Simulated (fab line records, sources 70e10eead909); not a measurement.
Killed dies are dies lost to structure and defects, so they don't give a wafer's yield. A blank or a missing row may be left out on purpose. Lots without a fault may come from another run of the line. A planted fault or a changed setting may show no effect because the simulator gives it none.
fab line records | flow nand_harc
record lots=6 wafers=18 last_day=33
route steps=1302 shown A_CHANNEL_HOLE_D1@480 A_CHANNEL_FILL_D1@490 END@1302
lots that met no fault: from a run of the same line without faults
start_h: hours from the record's first day to the start of the lot's first wafer shown | wait_h: hours since the lot's step before | " the same as in the row above | L1.1+2: a row that stands for several wafers | - no value, or no start given | * or withheld: withheld | < > ~ a bound
route shown NAME@n: a module of which the file shows steps, and the number in the route of the first | usual: mean/standard deviation of fault-free wafers | same: alike in all rows | chamber/n: place in a boat | sites: the reading at each site | _std_site: their standard deviation | _edge_site: outer sites' mean less inner sites' | radius_mm: how far each site lies from the wafer's centre | mask NAME#n: copy n | behind: the tool/chamber that last shaped the wafer | hold: why the lot was held/for how many hours/how that ended | device: the transistor (n, p or np) that didn't switch | end of line: the same wafers' tests at the end of the route | a step without rows: its recipe alone | killed: dies lost to structure and defects at the first sort, not the wafer's yield | map: a wafer's dies, x killed, . not, _ none there
set.NAME: the setting as run; set.NAME@STEP: as run at that earlier step | model.NAME: the simulator's own value behind a step, which no gauge read
lots at some steps of the route; a table a step, a row a wafer
services: from which hour (start_h, from the record's first day; less than 0 if before it) a tool's chamber was out of use, for how many hours, and why
## steps
# step NHARC_A_CHANNEL_HOLE_D1_STRIP_41
# recipe n2_flow_sccm=150 h2_flow_sccm=150 ar_flow_sccm=0 bias_w=0 chemistry=N2/H2
# step NHARC_A_CHANNEL_HOLE_D1_STRIP_42
# recipe cf4_flow_sccm=100 chf3_flow_sccm=30 ar_flow_sccm=0 bias_w=0 chemistry=CF4/CHF3
# step NHARC_A_CHANNEL_HOLE_D1_STRIP_43
# recipe o2_flow_sccm=400 cos_flow_sccm=20 ar_flow_sccm=0 bias_w=0 chemistry=O2/COS
# step NHARC_A_CHANNEL_HOLE_D1_ETCH_44
# recipe target_depth_a=1400 overetch_a=140 time_s=77 ion_energy_ev=100 cf4_flow_sccm=80 o2_flow_sccm=20 ar_flow_sccm=0 rf_w=300 bias_w=100 chemistry=CF4/O2
# usual drypump_motor_current_A=5.9/0.33 o2_flow_sccm=20.00/0.062 oes_product_au=1.006/0.011 rf_vpp_V=197.4/1.3 showerhead_plenum_p_Torr=1.32/0.046 throttle_valve_pct=13.399/0.0095
# columns lot.wafer tool chamber start_h wait_h drypump_motor_current_A o2_flow_sccm oes_product_au rf_hours_counter_h rf_vpp_V showerhead_plenum_p_Torr throttle_valve_pct
L517.3 rie_diel-01 2 203.51 0.0 6.6 19.99 1.016 56 198.4 1.38 13.376
L517.2 " 1 " " 5.1 19.98 0.981 57 199.4 1.38 13.396
L517.5 " 2 " " 6.6 19.82 1.010 - 199.1 1.38 13.395
L524.2 rie_diel-01 3 268.14 0.1 5.9 19.98 1.006 15 196.5 1.28 13.393
L524.3 " 0 " " 5.2 20.08 1.009 15 200.2 1.44 13.391
L524.6 " 2 " " 6.5 19.91 1.005 - 198.4 1.38 13.406
L531.3 rie_diel-11 1 333.45 0.1 5.9 20.10 0.974 7 196.8 1.31 13.389
L531.2 " 2 " " 5.6 20.05 1.008 7 197.5 1.31 13.393
L531.6 " 1 " " 5.9 20.01 0.994 - 195.7 1.31 13.400
L530.1 rie_diel-01 3 334.07 0.1 6.0 19.97 1.010 40 197.0 1.27 13.393
L530.3 " 1 " " 5.2 19.91 0.995 35 198.4 1.37 13.404
L530.2 " 2 " " 6.6 20.01 1.011 40 198.4 1.38 13.400
L532.3 rie_diel-11 3 351.41 0.0 5.8 19.99 1.001 8 197.8 1.31 13.404
L532.1 " 0 " " 6.0 19.96 1.012 8 195.5 1.27 13.396
L532.6 " 0 " " 6.0 20.02 1.009 - 197.6 1.27 13.405
L537.3 rie_diel-11 0 406.28 0.1 6.0 20.11 1.016 12 197.0 1.27 13.405
L537.4 " 1 " " 6.0 19.96 0.996 12 196.7 1.31 13.394
L537.6 " 3 " " 5.7 19.98 1.018 - 195.8 1.31 13.406
# step NHARC_A_CHANNEL_HOLE_D1_STRIP_27
# recipe o2_flow_sccm=500 ar_flow_sccm=0 bias_w=0 chemistry=O2
# usual drypump_motor_current_A=5.9/0.35 o2_flow_sccm=499.6/1.5 oes_product_au=1.006/0.011 rf_vpp_V=57.7/0.85 showerhead_plenum_p_Torr=3.50/0.12 throttle_valve_pct=17.036/0.01
# columns lot.wafer tool chamber start_h wait_h drypump_motor_current_A o2_flow_sccm oes_product_au rf_hours_counter_h rf_vpp_V showerhead_plenum_p_Torr throttle_valve_pct
L517.2 rie_diel-01 0 - - 5.3 501.2 1.015 58 58.0 3.28 17.034
L517.3 " 1 " " 5.1 501.1 0.990 57 57.0 3.64 17.033
L517.5 " 0 " " 5.3 501.3 1.015 - 57.4 3.28 17.039
L524.2 rie_diel-01 0 - - 5.3 498.1 1.011 15 57.4 3.80 17.059
L524.3 " 3 " " 6.0 500.8 1.007 15 57.7 3.38 17.024
L524.6 " 0 " " 5.3 497.4 1.003 - 59.6 3.80 17.028
L531.2 rie_diel-11 3 - - 5.7 499.5 1.002 7 58.3 3.47 17.021
L531.3 " 1 " " 6.0 496.8 0.978 7 57.9 3.46 17.037
L531.6 " 3 " " 5.8 498.9 0.991 - 57.2 3.47 17.043
L530.1 rie_diel-01 2 - - 6.6 499.4 1.015 40 59.6 3.63 17.053
L530.2 " 3 " " 6.0 501.0 1.012 40 58.9 3.37 17.043
L530.3 " 0 " " 5.2 498.9 1.016 36 58.6 3.79 17.036
L532.3 rie_diel-11 0 - - 6.1 499.1 1.007 8 57.1 3.37 17.026
L532.1 " 1 " " 6.0 500.4 0.996 8 57.0 3.46 17.051
L532.6 " 0 " " 6.1 498.3 1.008 - 57.3 3.37 17.039
L537.3 rie_diel-11 3 - - 5.8 501.7 1.013 13 57.7 3.47 17.032
L537.4 " 2 " " 5.7 499.5 1.016 13 57.8 3.46 17.042
L537.6 " 0 " " 6.1 498.3 1.006 - 56.1 3.37 17.039
# step NHARC_A_CHANNEL_HOLE_D1_PRECLEAN_28
# recipe time_s=* temp_c=50 bath_age_min=0 chemistry=SC1
# step NHARC_A_CHANNEL_HOLE_D1_SRD_29
# step NHARC_A_CHANNEL_HOLE_D1_CD_MEAS_30
# usual cd_nm=90.3/1.3
# columns lot.wafer tool chamber start_h wait_h cd_nm
L517.2 cd_sem-02 - 204.31 - 90.2
L517.3 " - " " 90.6
L517.5 " - " " 88.3
L524.2 cd_sem-01 - 268.93 - 89.6
L524.3 " - " " 89.2
L524.6 " - " " 90.4
L531.2 cd_sem-03 - 334.25 - 88.9
L531.3 " - " " 91.3
L531.6 " - " " 91.3
L530.1 cd_sem-02 - 334.86 - 89.3
L530.2 " - " " 90.0
L530.3 " - " " 90.3
L532.1 cd_sem-03 - 352.22 - 89.6
L532.3 " - " " 92.3
L532.6 " - " " 90.0
L537.3 cd_sem-03 - 407.06 - 88.9
L537.4 " - " " 90.8
L537.6 " - " " 91.3
# step NHARC_A_CHANNEL_HOLE_D1_XSEM_31
# recipe landing_energy_ev=35000
# usual bot_cd_nm=74.7/1.4 bow_nm=8.6/0.31 tilt_deg=0.06/0.041
# columns lot.wafer tool chamber start_h wait_h bot_cd_nm bow_nm tilt_deg
L517.2 xsem-01 0 204.39 0.1 74.3 8.1 0.04
L517.3 " 0 " " 74.1 8.2 0.04
L517.5 " 0 " " 72.7 8.2 0.04
L524.2 xsem-02 0 269.02 0.1 74.3 8.6 0.08
L524.3 " 0 " " 72.8 8.6 0.08
L524.6 " 0 " " 74.6 8.6 0.08
L531.2 xsem-02 0 334.35 0.1 73.4 8.8 0.07
L531.3 " 0 " " 75.2 8.7 0.07
L531.6 " 0 " " 74.9 8.7 0.07
L530.1 xsem-01 0 334.95 0.1 72.9 9.0 0.12
L530.2 " 0 " " 73.8 9.0 0.12
L530.3 " 0 " " 75.1 8.9 0.12
L532.1 xsem-01 0 352.30 0.1 72.5 8.3 0.11
L532.3 " 0 " " 75.5 8.2 0.11
L532.6 " 0 " " 73.2 8.3 0.11
L537.3 xsem-02 0 407.16 0.1 73.1 8.5 0.09
L537.4 " 0 " " 75.2 8.6 0.09
L537.6 " 0 " " 75.8 8.7 0.09
# step NHARC_A_CHANNEL_HOLE_D1_INSPECT_40
# usual raw_defect_count=70/25
# columns lot.wafer tool chamber start_h wait_h raw_defect_count
L517.2 defect_inspect-02 - 207.02 - 53
L517.3 " - " " 59
L517.5 " - " " 51
L524.2 defect_inspect-02 - 269.12 - 36
L524.3 " - " " 44
L524.6 " - " " 40
L531.2 defect_inspect-02 - 334.45 - 75
L531.3 " - " " 64
L531.6 " - " " 64
L530.1 defect_inspect-01 - 335.05 - 98
L530.2 " - " " 90
L530.3 " - " " 101
L532.1 defect_inspect-02 - 352.40 - 90
L532.3 " - " " 92
L532.6 " - " " 107
L537.3 defect_inspect-01 - 407.25 - 87
L537.4 " - " " 75
L537.6 " - " " 70
# step NHARC_A_CHANNEL_FILL_D1_PRECLEAN_00
# recipe time_s=* temp_c=50 bath_age_min=0 chemistry=SC1
# step NHARC_A_CHANNEL_FILL_D1_SRD_01
# step NHARC_A_CHANNEL_FILL_D1_ALD_02
# recipe target_thk_a=60 pulse_time_s=10 ald_cycles=60 temp_c=300 material=SiO2
# usual ald_cycles=60/0 heater_power_outer_w=271/25 heater_power_w=483/44 precursor_pulse_height_rel=0.998/0.022
# columns lot.wafer tool chamber start_h wait_h ald_cycles heater_power_outer_w heater_power_w precursor_pulse_height_rel
L517.2 ald_hk-01 0 207.44 - 60 292 551 1.016
L517.3 " 1 " " 60 260 457 0.991
L517.5 " 3 " " 60 220 399 0.945
L524.2 ald_hk-04 1 269.46 - 60 290 513 1.013
L524.3 " 2 " " 60 248 431 0.981
L524.6 " 3 " " 60 280 484 1.032
L531.2 ald_hk-04 1 334.64 - 60 300 505 1.005
L531.3 " 2 " " 67 253 423 1.015
L531.6 " 2 " " 60 245 431 1.017
L530.1 ald_hk-04 2 335.32 - 60 248 432 1.008
L530.2 " 3 " " 60 283 486 0.981
L530.3 " 0 " " 67 277 468 1.010
L532.3 ald_hk-01 1 352.78 0.3 60 245 432 1.001
L532.1 " 3 " " 60 229 402 0.973
L532.6 " 0 " " 60 296 531 1.037
L537.3 ald_hk-02 2 407.59 - 60 304 522 1.057
L537.4 " 3 " " 60 320 534 1.016
L537.6 " 0 " " 60 270 509 0.999
# step NHARC_A_CHANNEL_FILL_D1_ALD_03
# recipe target_thk_a=60 pulse_time_s=60 ald_cycles=58 temp_c=630 pressure_torr=2 material=SiNx
# usual ald_cycles=58/0 precursor_pulse_height_rel=1.003/0.021
# columns lot.wafer tool chamber start_h wait_h ald_cycles precursor_pulse_height_rel
L517.2 ald_sin_batch-02 0 - - 58 0.984
L517.3 " 0 " " 58 1.017
L517.5 " 0 " " 58 1.014
L524.2 ald_sin_batch-01 0 - - 58 1.003
L524.3 " 0 " " 58 1.020
L524.6 " 0 " " 58 0.975
L530.1 ald_sin_batch-01 0 - - 58 0.995
L530.2 " 0 " " 58 0.995
L530.3 " 0 " " 58 1.017
L531.2 ald_sin_batch-01 0 - - 58 1.009
L531.3 " 0 " " 58 0.978
L531.6 " 0 " " 58 0.993
L532.1 ald_sin_batch-03 0 - - 58 0.971
L532.3 " 0 " " 58 1.016
L532.6 " 0 " " 58 1.024
L537.3 ald_sin_batch-01 0 - - 58 0.955
L537.4 " 0 " " 58 1.051
L537.6 " 0 " " 58 0.993
# step NHARC_END_SORT_01
# recipe temp_c=25
# usual killed_at_array=56/21 killed_at_other=0.8/1 killed_at_periphery=3.6/2.8 killed_dies=60/20 killed_open=3.2/1.9 killed_short=2.4/1.6
# same gross_dies=677
# columns lot.wafer tool chamber start_h wait_h killed_at_array killed_at_other killed_at_periphery killed_dies killed_open killed_short
L531.2 prober-02 0 709.25 2.8 24 0 3 27 2 4
L531.3 prober-02 0 710.04 3.1 29 1 2 32 4 2
L531.6 prober-02 0 712.41 4.0 23 1 3 27 1 4
L532.1 prober-02 0 740.58 2.5 69 0 4 73 4 3
L532.3 prober-02 0 742.16 3.1 66 0 5 71 2 2
L532.6 prober-02 0 744.55 4.0 72 0 5 77 2 5
# killed by level:class
L531.2 A_SLIT:chamber_film_flake=6 A_CHANNEL_HOLE_D1:chamber_film_flake=4 A_STAIRCASE:chamber_film_flake=3 P_GATE:chamber_film_flake=2 A_CHANNEL_FILL_D2:chamber_film_flake=2 A_CONTACT:chamber_film_flake=2 P_M1:geometric_particle:open=1 A_ONON_D1:geometric_particle:short=1
L531.3 A_CHANNEL_HOLE_D1:chamber_film_flake=7 A_STAIRCASE:chamber_film_flake=7 A_SLIT:chamber_film_flake=3 A_WL_FILL:chamber_film_flake=2 A_CONTACT:chamber_film_flake=2 P_CONTACT:geometric_particle:open=1 A_ONON_D1:geometric_particle:open=1 A_CHANNEL_FILL_D1:geometric_particle:open=1
L531.6 A_CHANNEL_HOLE_D1:chamber_film_flake=8 A_SLIT:chamber_film_flake=5 A_WL_FILL:geometric_particle:short=2 A_CONTACT:chamber_film_flake=2 P_M0:geometric_particle:short=1 A_BLC:geometric_particle:short=1 A_BLC:geometric_particle:open=1 P_ZERO_WELL:chamber_film_flake=1
L532.1 A_CHANNEL_HOLE_D1:chamber_film_flake=30 A_SLIT:chamber_film_flake=17 A_STAIRCASE:chamber_film_flake=8 P_GATE:chamber_film_flake=3 A_WL_FILL:chamber_film_flake=3 A_CONTACT:chamber_film_flake=3 P_GATE:geometric_particle:open=1 A_ONON_D1:geometric_particle:short=1
L532.3 A_CHANNEL_HOLE_D1:chamber_film_flake=32 A_SLIT:chamber_film_flake=17 A_CONTACT:chamber_film_flake=6 P_GATE:chamber_film_flake=5 A_STAIRCASE:chamber_film_flake=5 A_SOURCE_PLATE:geometric_particle:short=1 A_STAIRCASE:geometric_particle:open=1 A_M0:geometric_particle:short=1
L532.6 A_CHANNEL_HOLE_D1:chamber_film_flake=29 A_SLIT:chamber_film_flake=25 A_CONTACT:chamber_film_flake=7 P_GATE:chamber_film_flake=3 A_ONON_D2:geometric_particle:short=2 A_STAIRCASE:chamber_film_flake=2 P_M0:geometric_particle:open=1 P_M0:geometric_particle:short=1
## services
# columns tool chamber start_h hours kind
rie_diel-01 0 183.60 - clean
rie_diel-01 1 183.60 - clean
rie_diel-01 2 183.60 - clean
rie_diel-01 3 183.60 - clean
rie_diel-11 0 185.53 - clean
rie_diel-11 1 185.53 - clean
rie_diel-11 0 189.51 6.1 repair
rie_diel-01 - 203.93 9.0 pm
rie_diel-11 3 207.32 2.9 repair
rie_diel-11 - 229.24 2.5 repair
rie_diel-11 - 255.50 9.0 pm
ald_hk-04 - 256.80 10.0 pm
ald_sin_batch-02 - 266.00 26.0 pm
rie_diel-01 0 294.04 5.4 repair
rie_diel-01 1 295.77 7.2 repair
ald_hk-01 - 297.42 10.0 pm
rie_diel-01 2 312.86 10.5 repair
ald_hk-02 - 348.00 10.0 pm
rie_diel-11 1 358.73 6.7 repair
rie_diel-01 2 361.11 8.2 repair
xsem-01 - 374.00 14.0 pm
rie_diel-01 - 380.98 9.0 pm
rie_diel-11 - 407.45 0.3 repair
rie_diel-01 3 409.01 15.4 repair
## key
first_sign step=NHARC_A_CHANNEL_FILL_D1_ALD_02 reading=ald_cycles direction=up sigmas=99+ usual=60 struck=67
effect none on later readings
met_at NHARC_A_CHANNEL_FILL_D1_ALD_02
struck_wafers L530.3,L531.3
tester_left_out L530,L531
onset_between 269.46 334.64
fault kind=process_parameter_drift tool=ald_hk-04 chamber=- onset_h=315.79 steps=NHARC_A_CHANNEL_FILL_D1_ALD_02 channel=ald_cycles offset=7 shape=step end_h=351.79 scope=struck_wafers_only acts_in=these_recipes_only stated=60
# tester_left_out: of these lots the tester's yield and bins aren't shown, on N5 and GAA mostly nor the transistor test; their killed dies are dies lost to structure and defects alone, not to doping, threshold or leakage, so they don't give the yield
